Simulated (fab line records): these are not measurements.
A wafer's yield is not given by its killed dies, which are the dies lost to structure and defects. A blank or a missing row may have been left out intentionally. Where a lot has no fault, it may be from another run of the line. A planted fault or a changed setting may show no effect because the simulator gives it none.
Chamber matching    flow nand_harc    NHARC_P_GATE_ETCHBACK_37 on rie_diel-03 has 4 sister chambers
The step etches the open film in CHF3/O2, target depth 34.5 nm, time 17.2 s. 4 wafers are shown with their chamber, then 7 later ones without.

WAFERS PAIRED WITH THEIR CHAMBERS
wafer   chamber  drypump_motor_current_A (A)
L327.1  3        5.5
L327.6  0        5.4
L330.2  2        5.2
L330.4  1        5.2

WAFERS WITH NO CHAMBER GIVEN
wafer   drypump_motor_current_A (A)
L330.5  5.3
L331.3  5.3
L331.4  5.2
L331.6  5.2
L338.1  5.2
L338.2  5.5
L338.4  5.2

EACH ONE'S CHAMBER
wafer   from the rows above                in truth
L330.5  can't be placed: 1 or 2 or 0 or 3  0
L331.3  can't be placed: 1 or 2 or 0 or 3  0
L331.4  can't be placed: 1 or 2            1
L331.6  can't be placed: 1 or 2            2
L338.1  can't be placed: 1 or 2            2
L338.2  can't be placed: 3 or 0            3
L338.4  can't be placed: 1 or 2            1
0 of 7 placed correctly. Not placeable from these rows: 7 (in 7, the candidates include the true chamber). Wrongly placed: 0.
How it was worked out, from the rows above alone: a wafer's distance from a chamber is the root of the sum, over the readings, of the square of ((its reading less the chamber's mean) divided by the reading's scatter). If the next closest chamber is less than 2 further off than the closest, the wafer can't be placed; otherwise it belongs to the closest. For every chamber, the mean is computed from those of its wafers that are shown. The scatter: root of mean squared gap, hidden wafer to nearest shown wafer, with one shown wafer a chamber.
